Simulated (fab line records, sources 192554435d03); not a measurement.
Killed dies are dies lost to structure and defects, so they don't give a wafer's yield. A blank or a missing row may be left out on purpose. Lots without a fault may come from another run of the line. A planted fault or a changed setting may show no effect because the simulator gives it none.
Chamber matching | flow n5_finfet | N5_BEOL_M15_ETCH_57 on rie_diel-01: 4 sister chambers
The step etches SOC in N2/H2, time 750 s. 18 wafers are shown with their chamber, then 9 later ones without.

WAFERS WITH THEIR CHAMBER
wafer  | chamber | showerhead_plenum_p_Torr (Torr) | throttle_valve_pct (%) | drypump_motor_current_A (A)
L077.1 | 3       | 2.33                            | 17.87                  | 5.51
L077.4 | 3       | 2.33                            | 17.88                  | 5.52
L077.5 | 0       | 2.57                            | 17.43                  | 5.62
L079.2 | 2       | 2.55                            | 17.41                  | 5.75
L079.3 | 1       | 2.62                            | 17.60                  | 5.97
L079.6 | 2       | 2.55                            | 17.41                  | 5.74
L080.2 | 2       | 2.55                            | 17.42                  | 5.73
L080.3 | 1       | 2.62                            | 17.60                  | 5.94
L080.4 | 3       | 2.33                            | 17.87                  | 5.55
L083.1 | 3       | 2.33                            | 17.88                  | 5.57
L083.5 | 0       | 2.56                            | 17.46                  | 5.72
L083.6 | 3       | 2.33                            | 17.88                  | 5.57
L084.1 | 0       | 2.56                            | 17.46                  | 5.71
L084.5 | 1       | 2.62                            | 17.60                  | 5.97
L084.6 | 0       | 2.56                            | 17.47                  | 5.70
L082.2 | 3       | 2.32                            | 17.91                  | 5.53
L082.3 | 0       | 2.56                            | 17.45                  | 5.69
L082.4 | 1       | 2.62                            | 17.61                  | 5.97

SIGNATURES (means of the wafers above)
reading                  | chamber 0 | chamber 1 | chamber 2 | chamber 3 | scatter within a chamber
showerhead_plenum_p_Torr | 2.5620    | 2.6200    | 2.5500    | 2.3283    | 0.00342
throttle_valve_pct       | 17.4540   | 17.6025   | 17.4133   | 17.8817   | 0.0124
drypump_motor_current_A  | 5.6880    | 5.9625    | 5.7400    | 5.5417    | 0.0273
Rule: a wafer's distance from a chamber is the root of the sum, over the readings, of the square of ((its reading less the chamber's mean) divided by the reading's scatter). The wafer belongs to the nearest chamber; if the next one is less than 2 further off, it can't be placed. The scatter: the root of (the sum of the squares of (reading less its chamber's mean) over the shown wafers, divided by (wafers less chambers)).

WAFERS WITHOUT THEIR CHAMBER
wafer  | showerhead_plenum_p_Torr (Torr) | throttle_valve_pct (%) | drypump_motor_current_A (A)
L088.3 | 2.32                            | 17.93                  | 5.56
L088.4 | 2.56                            | 17.50                  | 5.70
L088.6 | 2.32                            | 17.90                  | 5.52
L094.2 | 2.32                            | 17.94                  | 5.56
L094.4 | 2.55                            | 17.51                  | 5.72
L094.5 | 2.55                            | 17.51                  | 5.72
L097.4 | 2.61                            | 17.64                  | 5.94
L097.5 | 2.54                            | 17.49                  | 5.75
L097.6 | 2.31                            | 17.96                  | 5.57

WHICH CHAMBER EACH WENT THROUGH
wafer  | from the rows above     | in truth
L088.3 | 3                       | 3
L088.4 | 0                       | 0
L088.6 | 3                       | 3
L094.2 | 3                       | 3
L094.4 | can't be placed: 0 or 2 | 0
L094.5 | can't be placed: 0 or 2 | 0
L097.4 | 1                       | 1
L097.5 | can't be placed: 2 or 0 | 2
L097.6 | 3                       | 3
Placed correctly: 6 of 9. Can't be placed from these rows: 3 (the true chamber is among the candidates in 3). Placed wrongly: 0.
